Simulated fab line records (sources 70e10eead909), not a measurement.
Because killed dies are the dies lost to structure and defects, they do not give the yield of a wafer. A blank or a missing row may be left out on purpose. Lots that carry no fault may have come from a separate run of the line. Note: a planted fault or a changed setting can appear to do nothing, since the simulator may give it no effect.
Matching of chambers / flow nand-harc / NHARC_P_M1_DEP_33 on pecvd-04: 3 sister chambers
The step deposits SiCN, target thk 30 nm. 6 wafers are shown with their chamber, then 8 later ones without.

## WAFERS PAIRED WITH THEIR CHAMBERS
wafer=L085.3; chamber=1; heater-power-w (W)=514; susceptor-temp-C (C)=369.92
wafer=L085.5; chamber=1; heater-power-w (W)=531; susceptor-temp-C (C)=369.80
wafer=L088.1; chamber=2; heater-power-w (W)=589; susceptor-temp-C (C)=370.11
wafer=L088.3; chamber=0; heater-power-w (W)=462; susceptor-temp-C (C)=370.04
wafer=L088.6; chamber=0; heater-power-w (W)=463; susceptor-temp-C (C)=370.06
wafer=L095.1; chamber=2; heater-power-w (W)=579; susceptor-temp-C (C)=370.23

## WAFERS WITHOUT THEIR CHAMBER
wafer=L095.4; heater-power-w (W)=557; susceptor-temp-C (C)=370.19
wafer=L095.5; heater-power-w (W)=586; susceptor-temp-C (C)=370.03
wafer=L096.1; heater-power-w (W)=445; susceptor-temp-C (C)=369.89
wafer=L096.2; heater-power-w (W)=466; susceptor-temp-C (C)=369.85
wafer=L096.4; heater-power-w (W)=604; susceptor-temp-C (C)=369.62
wafer=L097.2; heater-power-w (W)=594; susceptor-temp-C (C)=370.09
wafer=L097.3; heater-power-w (W)=453; susceptor-temp-C (C)=370.21
wafer=L097.5; heater-power-w (W)=450; susceptor-temp-C (C)=370.19

## EACH ONE'S CHAMBER
wafer=L095.4; from the rows above=2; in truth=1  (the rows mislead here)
wafer=L095.5; from the rows above=2; in truth=2
wafer=L096.1; from the rows above=0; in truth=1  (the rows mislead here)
wafer=L096.2; from the rows above=0; in truth=0
wafer=L096.4; from the rows above=2; in truth=2
wafer=L097.2; from the rows above=2; in truth=2
wafer=L097.3; from the rows above=0; in truth=0
wafer=L097.5; from the rows above=0; in truth=0
Placed correctly: 6 of 8. Number that these rows cannot place: 0. Placed wrongly: 2.
How it was worked out, from the rows above alone: a wafer's distance from a chamber is the root of the sum, over the readings, of the square of ((its reading less the chamber's mean) divided by the reading's scatter). If the next closest chamber is less than 2 further off than the closest, the wafer can't be placed; otherwise it belongs to the closest. Each chamber's mean is taken over the wafers shown for it. The scatter: take each reading less its chamber's mean, square it, sum over the shown wafers, divide by the number of wafers less the number of chambers, and take the root.
